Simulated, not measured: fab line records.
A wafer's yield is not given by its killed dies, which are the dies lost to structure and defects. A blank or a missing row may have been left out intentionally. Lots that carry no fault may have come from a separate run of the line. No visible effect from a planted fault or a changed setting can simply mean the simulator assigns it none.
fab line records	flow n5-finfet
record lots=6	wafers=18	last-day=17
route steps=1938 shown MIM_BOT_LITHO@1859 MIM_BOT_ETCH@1866 PASS1_CAP@1873 TV_LITHO@1875 PASSIVATION@1936
lots with no fault: from the same line, run without faults
start-h: start of the lot's first displayed wafer, in hours after the record's first day	wait-h: how many hours have passed since the lot's step before this one	" as in the row above	L1.1+2: several wafers, shown together as one row	- value missing, or start not given	* or withheld: withheld	< > ~ a bound
route shown NAME@n: a module of which the file shows steps, and the number in the route of the first	usual: average and standard deviation across the fault-free wafers	same: alike in all rows	chamber/n: place in a boat	sites: the reading at each site	_std_site: how widely they spread, as a standard deviation	_edge_site: the outer-site mean with the inner-site mean subtracted	radius-mm: how far each site lies from the wafer's centre	mask NAME#n: copy n	behind: the last tool/chamber to shape the wafer	hold: cause of the lot's hold/its duration in hours/its outcome	device: transistor that didn't switch, given as n, p or np	end of line: the same wafers' tests at the end of the route	a step with no rows: only its recipe	killed: count of dies lost to structure and defects at first sort (not the wafer's yield)	map: the dies of a wafer, with x for killed, . for not killed, _ for no die there
set.NAME: the setting that was run; set.NAME@STEP: the one run at that earlier step	model.NAME: the simulator's own value behind a step, which no gauge read
lots at some steps of the route; a table a step, a row a wafer
services: the hour from which a tool's chamber was out of use, counted from the record's first day as start-h (under 0 if before that day), plus the number of hours and why
## steps
# step N5_MIM_BOT_LITHO_PEB_06
# recipe peb-temp-c=withheld	peb-time-s=*
# step N5_MIM_BOT_LITHO_DEVELOP_07
# recipe develop-time-s=60	rinse-liquid=diw	dry=air-spin	dev-temp-c=21
# step N5_MIM_BOT_LITHO_HARDBAKE_09
# recipe temp-c=130	time-s=120
# step N5_MIM_BOT_LITHO_CD_MEAS_08
# recipe target-cd-nm=3000	landing-energy-ev=500	detector=se-inlens	polarity=opening
# usual cd-nm=3000.2/1.6
lot.wafer	tool	chamber	start-h	wait-h	cd-nm
L573.3	cd-sem-01	0	285.71	-	2999.2
L573.4	"	0	"	"	3000.2
L573.6	"	0	"	"	3000.0
L576.2	cd-sem-03	0	310.25	-	2999.9
L576.3	"	0	"	"	2999.5
L576.6	"	0	"	"	3000.8
L579.1	cd-sem-03	0	323.96	-	2996.6
L579.2	"	0	"	"	2998.6
L579.6	"	0	"	"	2998.7
L587.1	cd-sem-01	0	363.07	-	2999.8
L587.5	"	0	"	"	3001.8
L587.6	"	0	"	"	3001.6
L590.3	cd-sem-01	0	388.18	-	3001.3
L590.4	"	0	"	"	3002.0
L590.6	"	0	"	"	3003.3
L591.1	cd-sem-01	0	390.84	-	3000.4
L591.5	"	0	"	"	3001.7
L591.6	"	0	"	"	3002.7
# step N5_MIM_BOT_LITHO_OVL_MEAS_11
# recipe points-per-wafer=44
# usual MIM_BOT_OVL=1/6.8
lot.wafer	tool	chamber	start-h	wait-h	MIM_BOT_OVL[nm]
L573.3	overlay-02	0	285.74	0.0	3
L573.4	"	0	"	"	2
L573.6	"	0	"	"	-7
L576.2	overlay-01	0	310.28	0.0	-8
L576.3	"	0	"	"	-4
L576.6	"	0	"	"	-6
L579.1	overlay-02	0	323.99	0.0	-5
L579.2	"	0	"	"	0
L579.6	"	0	"	"	1
L587.1	overlay-02	0	363.10	0.0	0
L587.5	"	0	"	"	7
L587.6	"	0	"	"	-6
L590.3	overlay-01	0	388.21	0.0	-6
L590.4	"	0	"	"	-5
L590.6	"	0	"	"	6
L591.1	overlay-01	0	390.88	0.0	-11
L591.5	"	0	"	"	-5
L591.6	"	0	"	"	2
# step N5_MIM_BOT_LITHO_INSPECT_12
# recipe mode=adi	inspect-instrument=macro
# usual raw-defect-count=2.0/1.4
lot.wafer	tool	chamber	start-h	wait-h	raw-defect-count
L573.3	defect-inspect-01	-	285.77	0.0	2
L573.4	"	-	"	"	3
L573.6	"	-	"	"	4
L576.2	defect-inspect-01	-	310.30	0.0	3
L576.3	"	-	"	"	0
L576.6	"	-	"	"	0
L579.1	defect-inspect-02	-	324.02	0.0	0
L579.2	"	-	"	"	2
L579.6	"	-	"	"	3
L587.1	defect-inspect-01	-	363.12	0.0	1
L587.5	"	-	"	"	3
L587.6	"	-	"	"	3
L590.3	defect-inspect-01	-	388.23	0.0	1
L590.4	"	-	"	"	2
L590.6	"	-	"	"	1
L591.1	defect-inspect-01	-	390.90	0.0	0
L591.5	"	-	"	"	1
L591.6	"	-	"	"	1
# step N5_MIM_BOT_LITHO_DESCUM_10
# recipe chemistry=O2	time-s=7.9	source-power-w=50	bias-power-w=20	pressure-mtorr=20	rf-frequency-hz=2.712e+07	temp-c=40	o2-flow-sccm=225
# step N5_MIM_BOT_ETCH_ETCH_04
# recipe chemistry=CF4/O2	target=SiNx	target-depth-a=260	time-s=13	ion-energy-ev=100	pressure-mtorr=40	source-w=535	bias-w=49	Ar_flow_sccm=100	cf4-flow-sccm=100	O2_flow_sccm=10
# step N5_MIM_BOT_ETCH_ETCH_03
# recipe chemistry=Cl2/BCl3	target-depth-a=120	pressure-mtorr=8	icp-w=800	bias-w=100	Cl2_flow_sccm=20	bcl3-flow-sccm=80
# step N5_MIM_BOT_ETCH_ETCH_00
# recipe chemistry=Cl2/BCl3	target=TiN	target-depth-a=455	ion-energy-ev=150	pressure-mtorr=10	icp-w=1000	bias-w=126	Cl2_flow_sccm=53.25	bcl3-flow-sccm=21.75	Ar_flow_sccm=25
# usual drypump-motor-current-A=5.3/0.61	oes_ar_750_au=0.75/0.052	oes-product-au=0.76/0.054	throttle-valve-pct=21.92/0.22
lot.wafer	tool	chamber	start-h	wait-h	drypump-motor-current-A	oes_ar_750_au	oes-product-au	rf-hours-counter-h	throttle-valve-pct
L573.3	rie-metal-01	0	286.17	0.1	6.1	0.74	0.76	-	21.50
L573.4	"	1	"	"	5.4	0.68	0.70	-	21.99
L573.6	"	0	"	"	6.1	0.75	0.75	-	21.49
L576.2	rie-metal-03	1	310.64	0.1	4.7	0.75	0.76	53	21.92
L576.3	"	1	"	"	4.7	0.75	0.76	-	21.93
L576.6	"	0	"	"	4.8	0.74	0.74	-	22.18
L579.1	rie-metal-03	1	324.48	0.1	4.7	0.75	0.76	55	21.93
L579.2	"	0	"	"	4.8	0.74	0.74	54	22.19
L579.6	"	1	"	"	4.7	0.75	0.75	-	21.93
L587.1	rie-metal-02	0	363.40	0.1	6.4	0.80	0.79	36	22.03
L587.5	"	1	"	"	5.3	0.88	0.87	-	21.82
L587.6	"	0	"	"	6.4	0.78	0.80	-	22.04
L590.3	rie-metal-03	0	388.55	0.1	4.8	0.73	0.73	-	22.20
L590.4	"	1	"	"	4.7	0.74	0.74	-	21.94
L590.6	"	0	"	"	4.7	0.74	0.72	-	22.21
L591.1	rie-metal-03	0	391.18	0.1	4.8	0.73	0.72	60	22.19
L591.5	"	0	"	"	4.8	0.73	0.72	-	22.19
L591.6	"	1	"	"	4.7	0.74	0.75	-	21.96
# step N5_MIM_BOT_ETCH_STRIP_01
# recipe chemistry=O2	power-w=600	temp-c=60	pressure-mtorr=30	rf-frequency-hz=6e+07	bias-power-w=0	overash-fraction=0.5	o2-flow-sccm=225
# usual drypump-motor-current-A=5.7/0.56	oes-product-au=0.79/0.065	rf-vpp-V=3.7/1.4	showerhead-plenum-p-Torr=2.11/0.07	throttle-valve-pct=16.64/0.2
lot.wafer	tool	chamber	start-h	wait-h	drypump-motor-current-A	oes-product-au	rf-hours-counter-h	rf-vpp-V	showerhead-plenum-p-Torr	throttle-valve-pct
L573.3	rie-diel-04	0	286.30	0.1	5.8	0.89	40	5.0	2.04	16.52
L573.4	"	2	"	"	5.7	0.75	136	2.8	2.10	16.82
L573.6	"	1	"	"	6.6	0.71	-	4.9	2.15	17.03
L576.2	rie-diel-02	2	310.78	0.1	5.5	0.85	61	1.5	2.03	16.46
L576.3	"	1	"	"	4.9	0.79	134	4.3	2.10	16.58
L576.6	"	2	"	"	5.5	0.85	-	3.3	2.03	16.42
L579.1	rie-diel-02	0	324.63	0.1	6.2	0.86	62	3.2	2.22	16.52
L579.2	"	3	"	"	4.7	0.70	243	4.0	2.06	16.83
L579.6	"	2	"	"	5.5	0.86	-	2.9	2.03	16.40
L587.1	rie-diel-02	2	363.54	0.1	5.5	0.82	86	3.0	2.03	16.43
L587.5	"	2	"	"	5.5	0.83	-	5.8	2.03	16.47
L587.6	"	0	"	"	6.2	0.81	-	6.0	2.22	16.54
L590.3	rie-diel-04	2	388.65	0.1	5.7	0.74	170	4.0	2.09	16.88
L590.4	"	1	"	"	6.6	0.68	245	5.2	2.14	17.08
L590.6	"	0	"	"	5.9	0.81	-	3.4	2.03	16.58
L591.1	rie-diel-04	1	391.32	0.1	6.6	0.69	246	4.2	2.14	17.02
L591.5	"	3	"	"	5.4	0.77	-	1.6	2.19	16.60
L591.6	"	0	"	"	5.8	0.81	-	1.9	2.03	16.54
# step N5_MIM_BOT_ETCH_STRIP_02
# recipe chemistry=post-etch-residue-remover	time-s=1200	temp-c=72.5
# step N5_MIM_BOT_ETCH_CLEAN_05
# recipe chemistry=IPA	time-s=180	temp-c=25
lot.wafer	tool	chamber	start-h	wait-h
L573.3+4+6	wet-bench-01	6,4,0	286.70	0.0
L576.2+3+6	wet-bench-02	0,5,4	311.21	0.0
L579.1+2+6	wet-bench-02	7,2,5	325.03	0.0
L587.1+5+6	wet-bench-01	3,5,4	363.94	0.0
L590.3+4+6	wet-bench-03	1,0,5	389.05	0.0
L591.1+5+6	wet-bench-02	2,7,5	391.72	0.0
# step N5_MIM_BOT_ETCH_SRD_06
# recipe dry=ipa-marangoni	time-s=30	temp-c=23	rinse-liquid=diw
# step N5_PASSIVATION_PECVD_55
# recipe material=SiO2	target-thk-a=4000	temp-c=400	precursor=SiH4/N2O	pressure-torr=2.7	rf-w=608	time-s=22.5
# usual heater-power-w=688/110	showerhead-plenum-p-Torr=8.16/0.08	throttle-valve-pct=53/3.4
lot.wafer	tool	chamber	start-h	wait-h	heater-power-w	showerhead-plenum-p-Torr	since-wet-clean-h	throttle-valve-pct
L573.3	pecvd-03	0	286.82	0.0	789	8.19	-	51
L573.4	"	1	"	"	676	8.15	-	60
L573.6	"	1	"	"	703	8.19	-	60
L576.2	pecvd-02	0	311.31	0.0	621	8.25	1015	53
L576.3	"	2	"	"	903	8.15	232	49
L576.6	"	2	"	"	931	8.15	-	50
L579.1	pecvd-02	0	325.13	0.0	561	8.24	1029	53
L579.2	"	1	"	"	656	7.98	1754	50
L579.6	"	0	"	"	592	8.25	-	53
L587.1	pecvd-04	1	364.04	0.0	830	8.03	2155	52
L587.5	"	1	"	"	711	8.06	-	52
L587.6	"	0	"	"	582	8.15	-	53
L590.3	pecvd-03	0	389.15	0.0	763	8.19	665	52
L590.4	"	0	"	"	802	8.19	-	52
L590.6	"	1	"	"	613	8.18	-	59
L591.1	pecvd-03	1	391.82	0.0	668	8.16	1639	59
L591.5	"	0	"	"	727	8.18	-	52
L591.6	"	1	"	"	695	8.16	-	60
# step N5_PASSIVATION_PECVD_01
# recipe material=SiNx	target-thk-a=2000	temp-c=400	precursor=SiH4/NH3/N2	pressure-torr=4.9	rf-w=1406	time-s=43.2
# usual heater-power-w=406/95	showerhead-plenum-p-Torr=8.67/0.056	throttle-valve-pct=29.7/1.9
lot.wafer	tool	chamber	start-h	wait-h	heater-power-w	showerhead-plenum-p-Torr	since-wet-clean-h	throttle-valve-pct
L573.3	pecvd-03	0	286.88	0.0	442	8.68	-	28.9
L573.4	"	1	"	"	396	8.68	-	33.5
L573.6	"	1	"	"	406	8.69	-	33.6
L576.2	pecvd-02	0	311.35	0.0	318	8.73	1015	29.8
L576.3	"	2	"	"	512	8.66	232	28.1
L576.6	"	2	"	"	500	8.68	-	28.0
L579.1	pecvd-02	0	325.17	0.0	244	8.70	1029	29.6
L579.2	"	1	"	"	362	8.56	1754	28.1
L579.6	"	0	"	"	258	8.74	-	29.5
L587.1	pecvd-04	1	364.09	0.0	403	8.59	2155	29.4
L587.5	"	1	"	"	429	8.57	-	29.4
L587.6	"	0	"	"	320	8.65	-	30.2
L590.3	pecvd-03	0	389.18	0.0	503	8.68	665	29.3
L590.4	"	0	"	"	508	8.71	-	29.3
L590.6	"	1	"	"	463	8.68	-	33.6
L591.1	pecvd-03	1	391.86	0.0	414	8.65	1639	33.8
L591.5	"	0	"	"	353	8.69	-	29.2
L591.6	"	1	"	"	431	8.67	-	33.4
# step N5_PASSIVATION_HMDS_03
# recipe time-s=60	temp-c=120
# step N5_PASSIVATION_COAT_04
# recipe spin-rpm=*	resist-thk-nm=*
# step N5_PASSIVATION_EBR_06
# recipe solvent=PGMEA	ebr-width-mm=1.5
# step N5_PASSIVATION_SOFTBAKE_05
# recipe temp-c=100	time-s=90
# step N5_PASSIVATION_EXPOSE_07
# recipe mask-id=TV	na=0.55	source-shape=conventional	sigma-outer=0.8	polarization=unpolarized	defocus-nm=0	target-cd-nm=3000	dose-mj=22.75
# step N5_PASSIVATION_PEB_08
# recipe peb-temp-c=withheld	peb-time-s=*
# step N5_PASSIVATION_DEVELOP_09
# recipe develop-time-s=60	rinse-liquid=diw	dry=air-spin	dev-temp-c=21
# step N5_PASSIVATION_HARDBAKE_11
# recipe temp-c=130	time-s=120
# step N5_PASSIVATION_CD_MEAS_10
# recipe target-cd-nm=3000	landing-energy-ev=500	detector=se-inlens
# usual cd-nm=2999.6/1.6
lot.wafer	tool	chamber	start-h	wait-h	cd-nm
L573.3	cd-sem-02	0	289.76	-	2999.7
L573.4	"	0	"	"	3002.7
L573.6	"	0	"	"	2999.6
L576.2	cd-sem-01	0	313.27	-	2998.7
L576.3	"	0	"	"	3001.1
L576.6	"	0	"	"	2999.2
L579.1	cd-sem-02	0	328.89	-	3000.0
L579.2	"	0	"	"	2998.9
L579.6	"	0	"	"	3001.6
L587.1	cd-sem-01	0	366.95	-	2999.2
L587.5	"	0	"	"	2997.0
L587.6	"	0	"	"	2997.1
L590.3	cd-sem-02	0	389.98	-	3000.6
L590.4	"	0	"	"	2997.8
L590.6	"	0	"	"	2998.2
L591.1	cd-sem-01	0	392.63	-	2997.1
L591.5	"	0	"	"	2998.7
L591.6	"	0	"	"	2997.3
# step N5_PASSIVATION_OVL_MEAS_60
# recipe points-per-wafer=44
# usual TV_OVL=-1/6
lot.wafer	tool	chamber	start-h	wait-h	TV_OVL[nm]
L573.3	overlay-02	0	289.79	0.0	-5
L573.4	"	0	"	"	-6
L573.6	"	0	"	"	-1
L576.2	overlay-02	0	313.30	0.0	6
L576.3	"	0	"	"	-12
L576.6	"	0	"	"	5
L579.1	overlay-02	0	328.92	0.0	4
L579.2	"	0	"	"	9
L579.6	"	0	"	"	11
L587.1	overlay-02	0	366.98	0.0	-4
L587.5	"	0	"	"	-4
L587.6	"	0	"	"	-9
L590.3	overlay-01	0	390.01	0.0	-1
L590.4	"	0	"	"	-4
L590.6	"	0	"	"	-3
L591.1	overlay-01	0	392.66	0.0	-4
L591.5	"	0	"	"	-6
L591.6	"	0	"	"	0
# step N5_PASSIVATION_INSPECT_61
# recipe mode=adi	inspect-instrument=macro
# usual raw-defect-count=2.1/1.5
lot.wafer	tool	chamber	start-h	wait-h	raw-defect-count
L573.3	defect-inspect-01	-	289.81	0.0	0
L573.4	"	-	"	"	1
L573.6	"	-	"	"	1
L576.2	defect-inspect-01	-	313.32	0.0	>300
L576.3	"	-	"	"	>300
L576.6	"	-	"	"	>300
L579.1	defect-inspect-02	-	328.95	0.0	>300
L579.2	"	-	"	"	>300
L579.6	"	-	"	"	>300
L587.1	defect-inspect-02	-	367.00	0.0	1
L587.5	"	-	"	"	2
L587.6	"	-	"	"	4
L590.3	defect-inspect-02	-	390.03	0.0	1
L590.4	"	-	"	"	4
L590.6	"	-	"	"	2
L591.1	defect-inspect-01	-	392.68	0.0	2
L591.5	"	-	"	"	0
L591.6	"	-	"	"	6
# step N5_PASSIVATION_DESCUM_12
# recipe chemistry=O2	time-s=7.9	source-power-w=50	bias-power-w=20	pressure-mtorr=20	rf-frequency-hz=2.712e+07	temp-c=40	o2-flow-sccm=225
# usual drypump-motor-current-A=5.9/0.33	oes-product-au=0.80/0.075	rf-vpp-V=243.1/1.5	showerhead-plenum-p-Torr=2.08/0.081	throttle-valve-pct=20.43/0.17
lot.wafer	tool	chamber	start-h	wait-h	drypump-motor-current-A	oes-product-au	rf-hours-counter-h	rf-vpp-V	showerhead-plenum-p-Torr	throttle-valve-pct
L573.3	rie-diel-06	1	289.84	0.0	6.3	0.85	61	244.1	2.22	20.39
L573.4	"	2	"	"	5.9	0.97	4	241.8	2.05	20.39
L573.6	"	3	"	"	6.0	0.87	-	242.2	2.04	20.31
L576.2	rie-diel-06	0	313.58	0.3	5.8	0.75	163	241.7	2.01	20.23
L576.3	"	3	"	"	6.0	0.86	55	243.1	2.03	20.30
L576.6	"	0	"	"	5.8	0.75	-	241.9	2.01	20.25
L579.1	rie-diel-01	1	329.21	0.3	5.5	0.97	12	243.6	2.14	20.27
L579.2	"	0	"	"	5.2	0.74	176	241.8	2.09	20.43
L579.6	"	0	"	"	5.2	0.73	-	242.7	2.09	20.45
L587.1	rie-diel-05	2	367.04	0.0	6.4	0.86	36	244.4	2.22	20.54
L587.5	"	1	"	"	6.1	0.70	-	243.2	2.15	20.69
L587.6	"	0	"	"	5.9	0.79	-	242.6	2.02	20.23
L590.3	rie-diel-06	2	390.06	0.0	5.9	0.88	35	243.0	2.04	20.42
L590.4	"	3	"	"	6.0	0.82	77	242.2	2.03	20.33
L590.6	"	2	"	"	5.9	0.89	-	243.3	2.04	20.43
L591.1	rie-diel-06	1	392.88	0.2	6.3	0.82	94	245.1	2.21	20.42
L591.5	"	2	"	"	5.9	0.88	-	241.2	2.04	20.44
L591.6	"	3	"	"	6.0	0.83	-	241.5	2.03	20.35
# step N5_PASSIVATION_PROBE_49
# usual defect-limited-yield=91.3/1.3	killed_at_M0_to_M3=35/13	killed_at_M4_up=13/5.2	killed-at-contacts=12/6.2	killed-at-front-end=39/9.6	killed-at-other=3.1/2.6	killed-dies=102/16	killed-open=68/13	killed-short=33/6.9	sort_bin_5_function=5.1/0.87	sort_bin_6_memory=3.3/0.67	sort-n-pass=1078/16	sort-yield-pct=91.3/1.3
# same gross-dies=1180	killed-at-back-side=0	sort_bin_4_leakage[%]=0	sort_bin_8_speed[%]=0
lot.wafer	tool	chamber	start-h	wait-h	defect-limited-yield[%]	killed_at_M0_to_M3	killed_at_M4_up	killed-at-contacts	killed-at-front-end	killed-at-other	killed-dies	killed-open	killed-short	sort_bin_5_function[%]	sort_bin_6_memory[%]	sort-n-pass	sort-yield-pct[%]
L576.2	prober-01	-	322.00	0.1	81.8	44	8	7	26	130	215	55	32	10.9	4.3	965	81.8
L576.3	prober-01	-	322.05	0.1	82.2	32	6	3	38	131	210	51	31	10.8	3.6	970	82.2
L576.6	prober-01	-	322.20	0.3	86.4	25	11	11	39	75	161	61	28	8.5	3.1	1019	86.4
L579.1	prober-01	-	335.55	0.0	88.5	26	12	19	17	62	136	55	23	5.8	4.1	1044	88.5
L579.2	prober-01	-	335.60	0.1	86.0	39	9	13	24	80	165	57	33	8.5	3.5	1015	86.0
L579.6	prober-01	-	335.80	0.3	80.5	41	9	8	35	137	230	72	28	12.9	4.7	950	80.5
# killed by level:class
L576.2 MIM_BOT_ETCH:unspecified=128 BEOL_M0_SAQP:geometric-particle:short=11 STI_FIN_REVEAL:geometric-particle:open=8 BEOL_M0_SAQP:geometric-particle:open=8 BEOL_M1:geometric-particle:open=7 BEOL_M2:geometric-particle:open=6 BEOL_M3:geometric-particle:open=6 DUMMY_GATE:geometric-particle:open=4
L576.3 MIM_BOT_ETCH:unspecified=128 STI_FIN_REVEAL:geometric-particle:open=12 BEOL_M0_SAQP:geometric-particle:short=12 BEOL_M0_SAQP:geometric-particle:open=7 GATE_CUT:geometric-particle:short=4 DUMMY_GATE:geometric-particle:open=4 BEOL_M0:geometric-particle:open=4 BEOL_M1:geometric-particle:open=4
L576.6 MIM_BOT_ETCH:unspecified=72 STI_FIN_REVEAL:geometric-particle:open=12 MOL_CONTACT_COAG:geometric-particle:open=10 BEOL_M0_SAQP:geometric-particle:short=7 BEOL_M3:geometric-particle:open=6 DUMMY_GATE:geometric-particle:open=4 BEOL_M0_SAQP:geometric-particle:open=4 STARTING-WAFER:geometric-particle:open=4
L579.1 MIM_BOT_ETCH:unspecified=57 MOL_CONTACT_COAG:geometric-particle:open=16 BEOL_M0_SAQP:geometric-particle:short=6 BEOL_M3:geometric-particle:open=6 STI_FIN_REVEAL:geometric-particle:open=5 BEOL_M0_SAQP:geometric-particle:open=4 BEOL_M0:geometric-particle:open=4 BEOL_M4:geometric-particle:open=4
L579.2 MIM_BOT_ETCH:unspecified=73 BEOL_M0_SAQP:geometric-particle:short=13 MOL_CONTACT_COAG:geometric-particle:open=11 BEOL_M0_SAQP:geometric-particle:open=7 BEOL_M3:geometric-particle:open=7 STI_FIN_REVEAL:geometric-particle:open=6 DUMMY_GATE:geometric-particle:open=4 GATE_CUT:geometric-particle:short=4
L579.6 MIM_BOT_ETCH:unspecified=130 BEOL_M0_SAQP:geometric-particle:open=16 FIN_SAQP:geometric-particle:short=8 FIN_SAQP:geometric-particle:open=7 STI_FIN_REVEAL:geometric-particle:open=7 MOL_CONTACT_COAG:geometric-particle:open=7 BEOL_M0_SAQP:geometric-particle:short=6 BEOL_M1:geometric-particle:open=5
# map L576.2 (x killed, . not)
_________________............________________
______________............x....._____________
___________....x....x.x........x...__________
__________...x......x...x.........x._________
________................x............._______
_______..............x....x............______
______.....x............x........xx....._____
_____....................................____
____........................x.........x...___
___........................x......x.x......__
___x...................x..x................__
__.........x.....x........x..............x.._
__...x..........................x..........._
_.......................x....x...............
_...........x...x...x.......x..x.............
_.x....................x..x.................x
_..x...x..............x...xx.......x.......x.
_..........xx.......x.xxx.x..................
_.x.........x....x....xxxxxxxxx.x............
_...................xxxxxxxxx.xxx.......x....
_...............x..xxxxxxxxxxxxxxx....x......
__.........xx.....x.xxxxxxxxxxxx...........x_
__................x.xxxxxxxxxxxxxxx..x...x.x_
___..................xxxxxxxxxxxx.x..x.....__
___x...............xxxxxxxxxxxxxx..........__
____x....x...........xxxxxxxxxx.xx.x......___
_____........x........xxxxxxxxxx.........____
______...............xx.x.xx...x.x......_____
_______.x.......x..x..x...xxxxxx.......______
________.......x.....x.x.............._______
__________...............x..x......._________
___________....x.........xx........__________
______________.......x.........._____________
_________________...x........________________
# map L579.6 (x killed, . not)
_________________...x........________________
______________....x..xx....x...x_____________
___________x.......x..xxxx.x.......__________
__________.......xxxxxxxxxxxxx....x._________
________.........x..xxxxxx.xxx.....x.._______
_______.........x.xxxxxxxxxxxxx........______
______......x....xxxxxxxxxxxx.xxx......._____
_____...........xxxxxxxxxxxx..x.x........____
____...........xxxxxxxxxxxxxxxx.......x...___
___.....xx......xxxxxxxxxxxxxx.x.......x...__
___.............x.x.xxxxxx.x..............x__
__..................xxxxxxxx...x.x...x......_
__x...............xxxxxxxxx...x.........x..x_
_........x......xx...x........x..............
_.........x........x...........x.............
_..............................x..x..x.......
_.......................x.xx.................
_x.x...xx..x.......................xx........
_x................x.......x.................x
_.......x..x...........x.....................
_x....x..x.............x......x..........x...
__......x...........x.x..............x..x..._
__..................................x......._
___..x.............xx................x.....__
___.x.xx...............................x...__
____......x.x....x....x......x.....x......___
_____....x..............x.......x........____
______.........x....x.x.....x......x...._____
_______.....xx.....x...................______
________..................x..........._______
__________...xx...xx..x............._________
___________..xx........x....x......__________
______________...x.x.....x..x..._____________
_________________............________________
## services
tool	chamber	start-h	hours	kind
rie-metal-03	0	263.45	13.8	repair
rie-metal-03	-	269.27	1.2	repair
rie-diel-01	1	274.03	-	clean
rie-diel-01	1	274.03	-	consumable-replace:focus-ring
pecvd-03	2	281.75	5.9	repair
rie-diel-04	1	288.71	11.0	repair
rie-diel-04	-	298.50	2.8	pm
pecvd-03	1	300.38	-	calibration
rie-diel-01	3	321.09	3.5	repair
pecvd-02	-	323.11	2.0	repair
rie-diel-04	3	340.45	5.4	repair
rie-diel-05	0	345.96	4.0	repair
pecvd-02	1	351.24	3.6	repair
pecvd-04	2	353.26	16.5	scheduled-down
rie-diel-05	3	362.77	-	clean
rie-diel-05	3	362.77	-	consumable-replace:focus-ring
rie-diel-02	3	365.02	-	clean
rie-diel-02	3	365.02	-	consumable-replace:focus-ring
rie-diel-02	3	365.02	15.8	scheduled-down
rie-diel-02	3	365.02	15.8	vent-cycle
rie-diel-02	2	375.59	1.2	repair
rie-diel-01	-	379.94	0.9	repair
pecvd-04	1	383.62	-	clean
pecvd-04	1	383.62	-	consumable-replace:showerhead
## key
first-sign step=N5_PASSIVATION_INSPECT_61	reading=raw-defect-count	direction=up	sigmas=99+	usual=2.1	struck=>300
effect step=N5_PASSIVATION_PROBE_49	reading=killed-at-other	direction=up	sigmas=39	usual=3.1	struck=102.5
more-kills-born-at N5_MIM_BOT_ETCH_CLEAN_05@wet-bench-02=588
met-at N5_MIM_BOT_ETCH_CLEAN_05
struck-wafers L576.2,L576.3,L576.6,L579.1,L579.2,L579.6
also-fits N5_PASSIVATION_PECVD_55:pecvd-02,N5_PASSIVATION_PECVD_01:pecvd-02
fault kind=chamber-particle-source	tool=wet-bench-02	chamber=-	onset-h=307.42	steps=N5_MIM_BOT_ETCH_CLEAN_05	rate-per-visit-cm2=0.90316	end-h=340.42
